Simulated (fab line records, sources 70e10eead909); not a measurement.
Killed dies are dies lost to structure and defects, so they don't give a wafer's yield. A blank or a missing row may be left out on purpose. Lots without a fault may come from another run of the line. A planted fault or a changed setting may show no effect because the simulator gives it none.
Chamber matching | flow nand_harc | NHARC_P_M2_STRIP_18 on rie_diel-06: 4 sister chambers
The step strips in N2/H2. 8 wafers are shown with their chamber, then 12 later ones without.

WAFERS WITH THEIR CHAMBER
wafer  | chamber | oes_product_au (a.u.) | rf_vpp_V (V)
L081.5 | 1       | 0.999                 | 88.9
L081.6 | 2       | 1.005                 | 91.2
L082.1 | 3       | 1.000                 | 90.8
L082.4 | 2       | 1.005                 | 91.4
L082.5 | 0       | 0.999                 | 91.5
L083.1 | 3       | 1.002                 | 89.6
L083.5 | 1       | 1.011                 | 90.9
L083.6 | 0       | 0.989                 | 93.0

WAFERS WITHOUT THEIR CHAMBER
wafer  | oes_product_au (a.u.) | rf_vpp_V (V)
L085.2 | 0.996                 | 91.1
L085.3 | 1.005                 | 91.3
L085.5 | 1.010                 | 91.3
L089.2 | 0.994                 | 89.2
L089.3 | 1.005                 | 90.7
L089.5 | 1.007                 | 90.2
L091.1 | 1.008                 | 89.6
L091.3 | 0.996                 | 91.4
L091.4 | 0.997                 | 90.4
L095.3 | 0.989                 | 91.1
L095.5 | 1.006                 | 89.2
L095.6 | 0.994                 | 92.0

WHICH CHAMBER EACH WENT THROUGH
wafer  | from the rows above               | in truth
L085.2 | can't be placed: 0 or 3 or 2 or 1 | 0
L085.3 | can't be placed: 2 or 3 or 1      | 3
L085.5 | can't be placed: 2 or 1 or 3      | 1
L089.2 | can't be placed: 3 or 1 or 2 or 0 | 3
L089.3 | can't be placed: 2 or 1 or 3 or 0 | 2
L089.5 | can't be placed: 1 or 3 or 2      | 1
L091.1 | can't be placed: 1 or 3 or 2      | 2
L091.3 | can't be placed: 0 or 3 or 2 or 1 | 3
L091.4 | can't be placed: 3 or 1 or 2 or 0 | 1
L095.3 | can't be placed: 0 or 3 or 2 or 1 | 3
L095.5 | can't be placed: 1 or 3 or 2      | 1
L095.6 | can't be placed: 0 or 2 or 3      | 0
Placed correctly: 0 of 12. Can't be placed from these rows: 12 (the true chamber is among the candidates in 12). Placed wrongly: 0.
How it was worked out, from the rows above alone: a wafer's distance from a chamber is the root of the sum, over the readings, of the square of ((its reading less the chamber's mean) divided by the reading's scatter). The wafer belongs to the nearest chamber; if the next one is less than 2 further off, it can't be placed. A chamber's mean is the mean of its shown wafers. The scatter: the root of (the sum of the squares of (reading less its chamber's mean) over the shown wafers, divided by (wafers less chambers)).
